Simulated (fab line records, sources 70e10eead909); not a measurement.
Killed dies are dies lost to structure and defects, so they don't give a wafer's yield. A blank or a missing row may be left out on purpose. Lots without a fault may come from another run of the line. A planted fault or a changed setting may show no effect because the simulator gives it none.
Which tool did it? | flow nand_harc | 13 lots, 39 wafers sampled, at 6 steps of a route of 1302

WHAT THE GAUGES READ, wafer by wafer
NHARC_A_CHANNEL_FILL_D1_INSPECT_13. Usual: raw_defect_count 291, standard deviation 100.
lot  | measured     | on                | raw_defect_count | flag
L289 | day 11 07:13 | defect_inspect-01 | 312 244 394      |
L290 | day 12 00:48 | defect_inspect-02 | 398 324 234      |
L291 | day 12 00:48 | defect_inspect-01 | 406 220 206      |
L292 | day 12 09:08 | defect_inspect-01 | 254 204 274      |
L294 | day 12 22:33 | defect_inspect-01 | 375 229 375      |
L293 | day 12 22:33 | defect_inspect-02 | 487 510 395      |
L303 | day 17 02:51 | defect_inspect-02 | 217 305 455      |
L305 | day 17 13:44 | defect_inspect-01 | 409 268 421      |
L307 | day 18 18:38 | defect_inspect-01 | 247 296 259      |
L308 | day 19 07:16 | defect_inspect-02 | 470 359 468      |
L309 | day 19 10:53 | defect_inspect-01 | 301 279 172      |
L310 | day 19 19:50 | defect_inspect-02 | 214 191 314      |
L311 | day 20 06:06 | defect_inspect-01 | 277 158 236      |

NHARC_A_DECK1_JOINT_INSPECT_05. Usual: raw_defect_count 298, standard deviation 110.
lot  | measured     | on                | raw_defect_count | flag
L289 | day 12 18:58 | defect_inspect-02 | 166 146 329      |
L290 | day 13 17:23 | defect_inspect-02 | 221 448 306      |
L291 | day 13 17:17 | defect_inspect-02 | 212 297 314      |
L292 | day 13 17:26 | defect_inspect-01 | 158 327 431      |
L294 | day 14 13:41 | defect_inspect-02 | 324 202 195      |
L293 | day 14 13:34 | defect_inspect-01 | 385 242 290      |
L303 | day 18 12:33 | defect_inspect-01 | 215 388 310      |
L305 | day 18 19:58 | defect_inspect-01 | 392 323 220      |
L307 | day 20 04:35 | defect_inspect-01 | 441 481 348      |
L308 | day 20 17:39 | defect_inspect-02 | 304 323 406      |
L309 | day 20 17:38 | defect_inspect-01 | 202 225 187      |
L310 | day 21 07:32 | defect_inspect-01 | 500 360 372      |
L311 | day 22 03:49 | defect_inspect-02 | 714 384 585      |

NHARC_A_ONON_D2_THK_MEAS_05: measures by ellipsometry. Usual: thk_nm 1001 nm, standard deviation 8.5.
lot  | measured     | on            | thk_nm (nm)    | flag
L289 | day 12 20:07 | film_metro-02 | 1000 999 1001  |
L290 | day 13 18:32 | film_metro-01 | 1004 1004 1006 |
L291 | day 13 18:26 | film_metro-01 | 1009 1009 1008 |
L292 | day 13 18:34 | film_metro-02 | 996 996 997    |
L294 | day 14 14:50 | film_metro-01 | 1000 1000 1002 |
L293 | day 14 14:43 | film_metro-01 | 992 989 991    |
L303 | day 18 13:42 | film_metro-02 | 1029 1030 1032 | OFF
L305 | day 18 21:07 | film_metro-02 | 1038 1038 1036 | OFF
L307 | day 20 05:43 | film_metro-02 | 988 989 990    |
L308 | day 20 18:49 | film_metro-01 | 995 995 996    |
L309 | day 20 18:48 | film_metro-02 | 996 998 997    |
L310 | day 21 08:40 | film_metro-02 | 1002 1002 1004 |
L311 | day 22 04:57 | film_metro-01 | 997 996 995    |

NHARC_END_SORT_01. Usual: killed_at_array 57, standard deviation 18; killed_at_other 0.9, standard deviation 1.3; killed_at_periphery 3.5, standard deviation 2.2; killed_dies 62, standard deviation 18; killed_open 3.0, standard deviation 1.7; killed_short 2.3, standard deviation 1.5.
lot  | measured     | on        | killed_at_array | killed_at_other | killed_at_periphery | killed_dies | killed_open | killed_short | flag
L303 | day 30 11:17 | prober-02 | 182 198 179     | 1 0 2           | 6 3 7               | 189 201 188 | 5 5 4       | 4 3 3        | OFF
L305 | day 30 10:23 | prober-01 | 175 187 174     | 0 0 0           | 1 2 2               | 176 189 176 | 2 3 2       | 2 0 6        | OFF

WHICH TOOL RAN EACH LOT (tool, then ch and the chambers of the sampled wafers, then the start)
lot  | NHARC_A_CHANNEL_FILL_D1_CMP_10 | NHARC_A_ONON_D2_DEP_03
L289 | cmp-01 ch 0,1,3, day 11 06:49  | pecvd_onon-01 ch 0, day 12 19:37
L290 | cmp-04 ch 1,2, day 12 00:23    | pecvd_onon-01 ch 0, day 13 18:01
L291 | cmp-01 ch 1,2,3, day 12 00:26  | pecvd_onon-02 ch 0, day 13 17:55
L292 | cmp-01 ch 1,2,3, day 12 08:46  | pecvd_onon-03 ch 0, day 13 18:14
L294 | cmp-01 ch 0,1, day 12 22:08    | pecvd_onon-01 ch 0, day 14 14:26
L293 | cmp-02 ch 0,3, day 12 22:08    | pecvd_onon-02 ch 0, day 14 14:12
L303 | cmp-04 ch 1,2,3, day 17 02:26  | pecvd_onon-01 ch 0, day 18 13:15
L305 | cmp-04 ch 0,2,3, day 17 13:22  | pecvd_onon-01 ch 0, day 18 20:36
L307 | cmp-02 ch 1,2,3, day 18 18:13  | pecvd_onon-03 ch 0, day 20 05:13
L308 | cmp-02 ch 0,2, day 19 06:52    | pecvd_onon-02 ch 0, day 20 18:21
L309 | cmp-04 ch 1,3, day 19 10:28    | pecvd_onon-03 ch 0, day 20 18:24
L310 | cmp-01 ch 0,2, day 19 19:26    | pecvd_onon-03 ch 0, day 21 08:10
L311 | cmp-02 ch 1,2,3, day 20 05:41  | pecvd_onon-03 ch 0, day 22 04:26
- NHARC_A_CHANNEL_FILL_D1_CMP_10: polishes, target thk 150 nm.
- NHARC_A_ONON_D2_DEP_03: target thk 1000 nm.

WHAT THE TOOLS THEMSELVES READ (means of the sampled wafers that have a number; where no wafer has one, the mark that the record gives instead)
NHARC_A_CHANNEL_FILL_D1_CMP_10. Usual: edge_zone_pressure_frac 1.000, standard deviation 0.0047; motor_current_A 12.2 A, standard deviation 1.3; time_to_endpoint_s 16.2 s, standard deviation 2.5.
lot  | tool   | edge_zone_pressure_frac | motor_current_A (A) | time_to_endpoint_s (s) | flag
L289 | cmp-01 | 0.998                   | 12.5                | 16.9                   |
L290 | cmp-04 | 0.998                   | 11.8                | 16.0                   |
L291 | cmp-01 | 0.999                   | 11.6                | 14.2                   |
L292 | cmp-01 | 1.002                   | 11.5                | 17.0                   |
L294 | cmp-01 | 1.002                   | 12.1                | 18.3                   |
L293 | cmp-02 | 1.003                   | 13.2                | 17.9                   |
L303 | cmp-04 | 0.999                   | 11.6                | 13.5                   |
L305 | cmp-04 | 1.000                   | 11.4                | 13.8                   |
L307 | cmp-02 | 1.001                   | 12.6                | 16.1                   |
L308 | cmp-02 | 1.001                   | 12.5                | 16.8                   |
L309 | cmp-04 | 1.004                   | 10.6                | 17.5                   |
L310 | cmp-01 | 1.004                   | 14.1                | 14.1                   |
L311 | cmp-02 | 1.002                   | 12.5                | 16.3                   |

NHARC_A_ONON_D2_DEP_03. Usual: nh3_flow_sccm 500.1 sccm, standard deviation 1.7.
lot  | tool          | nh3_flow_sccm (sccm) | flag
L289 | pecvd_onon-01 | 500.1                |
L290 | pecvd_onon-01 | 498.6                |
L291 | pecvd_onon-02 | 497.3                |
L292 | pecvd_onon-03 | 501.6                |
L294 | pecvd_onon-01 | 498.1                |
L293 | pecvd_onon-02 | 500.5                |
L303 | pecvd_onon-01 | 502.2                |
L305 | pecvd_onon-01 | 501.3                |
L307 | pecvd_onon-03 | 500.6                |
L308 | pecvd_onon-02 | 499.0                |
L309 | pecvd_onon-03 | 498.8                |
L310 | pecvd_onon-03 | 501.4                |
L311 | pecvd_onon-03 | 500.5                |

THE ANSWER, worked out from the rows above alone
Rule: a lot is off if the mean of its wafers that have a number lies more than 3 standard deviations from the usual mean. A lot without any number at a reading at which 4 lots or more have one is off too. The other lots that the step has rows for count as sound. The gauges are gone through in route order, then the tools' own readings, and for those a lot's mean is taken as printed above. The first step at which some lot is off is used, and at that step the reading that is off furthest; a lot without a number counts as furthest.
Off: L303, L305, at NHARC_A_ONON_D2_THK_MEAS_05 (thk_nm).
A tool fits if, at a process step before that reading, it ran every lot that is off, and no sound lot after the first of them. The gauges at NHARC_A_ONON_D2_THK_MEAS_05 aren't tried: what is off there is off at NHARC_END_SORT_01 too, on other tools, and a gauge's error can't cause that. One fits: pecvd_onon-01 at NHARC_A_ONON_D2_DEP_03. Its last sound lot is L294 (day 14 14:26), its first lot that is off L303 (day 18 13:15): a fault that began between those two fits.

WHAT THE SIMULATOR HAD PUT IN
Process parameter drift: pecvd_onon-01, from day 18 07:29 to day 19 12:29, at NHARC_A_ONON_D2_DEP_03. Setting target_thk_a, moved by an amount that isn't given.
Lots struck among those shown: L303, L305. The rule above found the same.
